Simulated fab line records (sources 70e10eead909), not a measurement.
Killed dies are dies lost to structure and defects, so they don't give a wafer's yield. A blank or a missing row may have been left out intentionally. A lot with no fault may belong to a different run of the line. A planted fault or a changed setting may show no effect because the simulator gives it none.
Struck lot and sound lot, side by side :: flow nand-harc :: 19 out of 1302 route steps
Sound: the wafers L617.1, L617.2, L617.3. Wafers L624.1, L624.2, L624.6 were the ones struck. Last of all comes the cause.
At each step with rows: each side's tool, then ch and its chambers, then its first start. Under that, the readings that differ: sound wafers :: struck wafers :: difference of the means :: sigmas: that difference in standard deviations of wafers without a fault.
alike: same words and numbers on both sides, and readings whose means sit less than 2 such deviations apart. not compared: any withheld reading, any reading some wafer has no value for, any bound like >300 that may hide the same value, and any number with overlapping values for which the record gives no deviation.
The two part at a step that has a row with sigmas, a row that says differs or no value, or rows on one side only. Non-overlapping numbers with no deviation appear without sigmas and do not part them. A reading missing from all wafers of one side parts the sides only when that side holds two or more wafers.

first, 1 step without rows for these wafers: NHARC_A_CHANNEL_HOLE_D2_ETCH_21 (etches the open film in C4F8/O2/Ar, time 514.3 s, target depth 1600 nm).
NHARC_A_CHANNEL_HOLE_D2_ETCH_22: etches the open film in C4F8/O2/Ar, time 666.7 s, target depth 1600 nm.
  sound on har-etch-02 ch 0,1, day 18 03:56; struck on har-etch-02 ch 0,1, day 20 13:08
  alike: chamber-pressure-mTorr, drypump-motor-current-A, showerhead-plenum-p-Torr, throttle-valve-pct
  not compared: rf-hours-counter-h
NHARC_A_CHANNEL_HOLE_D2_ETCH_23: etches the open film in C4F8/O2/Ar, time 819 s, target depth 1600 nm.
  sound on har-etch-02 ch 0,1, day 18 04:31; struck on har-etch-02 ch 0,1, day 20 13:41
  alike: chamber-pressure-mTorr, drypump-motor-current-A, showerhead-plenum-p-Torr, throttle-valve-pct
  not compared: rf-hours-counter-h
then, 2 steps without rows for these wafers: NHARC_A_CHANNEL_HOLE_D2_ETCH_24 (etches the open film in C4F8/O2/Ar, time 906.2 s, target depth 1500 nm); NHARC_A_CHANNEL_HOLE_D2_ETCH_25 (etches the open film in C4F8/O2/Ar, time 1040.2 s, target depth 1500 nm).
NHARC_A_CHANNEL_HOLE_D2_ETCH_26: etches the open film in C4F8/O2/Ar, time 224.1 s, target depth 300 nm.
  sound on har-etch-02 ch 0,1, day 18 06:50; struck on har-etch-02 ch 0,1, day 20 16:01
  alike: bias-v, chamber-pressure-mTorr, drypump-motor-current-A, showerhead-plenum-p-Torr, throttle-valve-pct
  not compared: rf-hours-counter-h
then, 4 steps without rows for these wafers: NHARC_A_CHANNEL_HOLE_D2_ETCH_27 (etches the open film in C4F8/O2/Ar, time 90 s, target depth 400 nm); NHARC_A_CHANNEL_HOLE_D2_STRIP_41 (strips in N2/H2); NHARC_A_CHANNEL_HOLE_D2_STRIP_42 (strips in CF4/CHF3); NHARC_A_CHANNEL_HOLE_D2_STRIP_43 (strips in O2/COS).
NHARC_A_CHANNEL_HOLE_D2_ETCH_44: etches the open film in CF4/O2, target depth 140 nm, overetch 14 nm, time 77 s.
  sound on rie-diel-03 ch 0,1,2, day 18 07:47; struck on rie-diel-03 ch 0,1,2, day 20 16:58
  alike: bias-w, chamber-pressure-mTorr, drypump-motor-current-A, oes-product-au, rf-vpp-V, showerhead-plenum-p-Torr, throttle-valve-pct
  not compared: rf-hours-counter-h
NHARC_A_CHANNEL_HOLE_D2_STRIP_28: strips in O2.
  sound: rie-diel-03 ch 1,2,3; struck: rie-diel-03 ch 1,3
  alike: chamber-pressure-mTorr, drypump-motor-current-A, oes-product-au, rf-vpp-V, showerhead-plenum-p-Torr, throttle-valve-pct
  not compared: rf-hours-counter-h
NHARC_A_CHANNEL_HOLE_D2_PRECLEAN_29: cleans in SC1.
  sound on wet-bench-09 ch 1,2,7, day 18 08:26; struck on wet-bench-03 ch 0,3,4, day 20 17:37
  alike: diw-flow-mL-min
following that, these wafers have no rows for 1 step: NHARC_A_CHANNEL_HOLE_D2_SRD_30.
NHARC_A_CHANNEL_HOLE_D2_CD_MEAS_31:
  struck on cd-sem-01, day 20 17:45; sound on cd-sem-03, day 18 08:34
  alike: cd-nm
following that, these wafers have no rows for 1 step: NHARC_A_CHANNEL_HOLE_D2_XSEM_32.
NHARC_A_CHANNEL_HOLE_D2_INSPECT_40:
  struck on defect-inspect-02, day 20 17:58; sound on defect-inspect-02, day 18 08:46
reading: raw-defect-count
sound: 204 208 173
struck: 409 495 489
difference: +269
sigmas: +4
then, 1 step without rows for these wafers: NHARC_A_CHANNEL_FILL_D2_PRECLEAN_00 (cleans in SC1).
-- the record jumps here: 11 days lie between the struck wafers' starts before and after (it left off in module A_CHANNEL_FILL_D2 and takes up again in module END, whose first step shown is number 1302 of the route) --
NHARC_END_SORT_01:
  the record has rows for the struck wafers here (prober-02 ch 0, day 31 22:50) and none for the sound ones

WHERE THEY PART
Earliest at NHARC_A_CHANNEL_HOLE_D2_INSPECT_40; latest, in this record, at NHARC_END_SORT_01.

WHY: what the simulator had put in
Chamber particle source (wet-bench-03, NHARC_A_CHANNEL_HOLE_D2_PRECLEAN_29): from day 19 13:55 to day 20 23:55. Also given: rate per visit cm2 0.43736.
